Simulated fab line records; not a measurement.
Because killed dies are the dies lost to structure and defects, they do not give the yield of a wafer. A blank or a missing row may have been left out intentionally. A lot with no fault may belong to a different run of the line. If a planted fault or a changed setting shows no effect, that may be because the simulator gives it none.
Chamber matching + flow n5_finfet + N5_HKMG_FIN_DESCUM_17 on rie_diel-01: 4 sister chambers
The step chemistry O2, time 7.9 s. 27 wafers are shown with their chamber, then 12 later ones without.

== WAFERS WITH THEIR CHAMBER ==
| wafer  | chamber | showerhead_plenum_p_Torr (Torr) | drypump_motor_current_A (A) | oes_product_au (a.u.) |
|--------|---------|---------------------------------|-----------------------------|-----------------------|
| L074.2 | 1       | 2.16                            | 5.2                         | 0.71                  |
| L074.3 | 2       | 1.98                            | 5.9                         | 0.71                  |
| L074.5 | 0       | 2.06                            | 5.5                         | 0.69                  |
| L079.1 | 3       | 2.15                            | 4.9                         | 0.99                  |
| L079.4 | 2       | 1.98                            | 6.0                         | 0.70                  |
| L079.6 | 2       | 1.98                            | 6.0                         | 0.71                  |
| L083.1 | 3       | 2.15                            | 4.9                         | 0.96                  |
| L083.4 | 2       | 1.97                            | 5.9                         | 0.70                  |
| L083.5 | 3       | 2.14                            | 4.9                         | 0.97                  |
| L084.1 | 2       | 1.97                            | 6.0                         | 0.69                  |
| L084.5 | 2       | 1.97                            | 6.0                         | 0.69                  |
| L084.6 | 1       | 2.15                            | 5.3                         | 0.70                  |
| L086.1 | 2       | 1.97                            | 5.9                         | 0.68                  |
| L086.2 | 1       | 2.15                            | 5.2                         | 0.68                  |
| L086.4 | 1       | 2.15                            | 5.2                         | 0.69                  |
| L088.1 | 2       | 1.97                            | 6.0                         | 0.69                  |
| L088.2 | 3       | 2.14                            | 4.9                         | 0.94                  |
| L088.3 | 0       | 2.05                            | 5.5                         | 0.94                  |
| L088.4 | 0       | 2.05                            | 5.5                         | 0.94                  |
| L088.5 | 3       | 2.14                            | 5.0                         | 0.93                  |
| L088.6 | 2       | 1.97                            | 5.9                         | 0.69                  |
| L089.1 | 0       | 2.05                            | 5.5                         | 0.94                  |
| L089.2 | 2       | 1.97                            | 6.0                         | 0.69                  |
| L089.3 | 3       | 2.14                            | 5.0                         | 0.93                  |
| L089.4 | 0       | 2.05                            | 5.5                         | 0.93                  |
| L089.5 | 3       | 2.14                            | 4.9                         | 0.93                  |
| L089.6 | 2       | 1.97                            | 6.0                         | 0.69                  |

SIGNATURES (means of the wafers above)
| reading                  | chamber 0 | chamber 1 | chamber 2 | chamber 3 | scatter within a chamber |
|--------------------------|-----------|-----------|-----------|-----------|--------------------------|
| showerhead_plenum_p_Torr | 2.0520    | 2.1525    | 1.9727    | 2.1429    | 0.00474                  |
| drypump_motor_current_A  | 5.500     | 5.225     | 5.964     | 4.929     | 0.0453                   |
| oes_product_au           | 0.8880    | 0.6950    | 0.6945    | 0.9500    | 0.0484                   |
Rule: distance of a wafer from a chamber = root of the sum over the readings of ((wafer's reading minus chamber's mean) / reading's scatter) squared. The wafer belongs to the nearest chamber; if the next one is less than 2 further off, it can't be placed. The scatter: the root of (the sum of the squares of (reading less its chamber's mean) over the shown wafers, divided by (wafers less chambers)).

== WAFERS MISSING THEIR CHAMBER ==
| wafer  | showerhead_plenum_p_Torr (Torr) | drypump_motor_current_A (A) | oes_product_au (a.u.) |
|--------|---------------------------------|-----------------------------|-----------------------|
| L091.1 | 2.15                            | 5.2                         | 0.98                  |
| L091.2 | 2.05                            | 5.4                         | 0.92                  |
| L091.4 | 1.97                            | 6.0                         | 0.68                  |
| L093.1 | 1.96                            | 6.0                         | 0.68                  |
| L093.4 | 2.15                            | 5.2                         | 0.95                  |
| L093.6 | 2.14                            | 4.9                         | 0.91                  |
| L096.1 | 2.13                            | 5.0                         | 0.89                  |
| L096.5 | 2.05                            | 5.4                         | 0.88                  |
| L096.6 | 2.13                            | 4.9                         | 0.90                  |
| L097.1 | 2.05                            | 5.5                         | 0.89                  |
| L097.3 | 2.14                            | 5.2                         | 0.91                  |
| L097.5 | 2.13                            | 5.0                         | 0.90                  |

== THE CHAMBER EACH PASSED THROUGH ==
| wafer  | from the rows above     | in truth |
|--------|-------------------------|----------|
| L091.1 | can't be placed: 1 or 3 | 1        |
| L091.2 | 0                       | 0        |
| L091.4 | 2                       | 2        |
| L093.1 | 2                       | 2        |
| L093.4 | can't be placed: 1 or 3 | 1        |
| L093.6 | 3                       | 3        |
| L096.1 | 3                       | 3        |
| L096.5 | 0                       | 0        |
| L096.6 | 3                       | 3        |
| L097.1 | 0                       | 0        |
| L097.3 | can't be placed: 1 or 3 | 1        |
| L097.5 | 3                       | 3        |
Correct placement for 9 of the 12. These rows do not allow placing 3 (true chamber among the candidates in 3). Placed wrongly: 0.
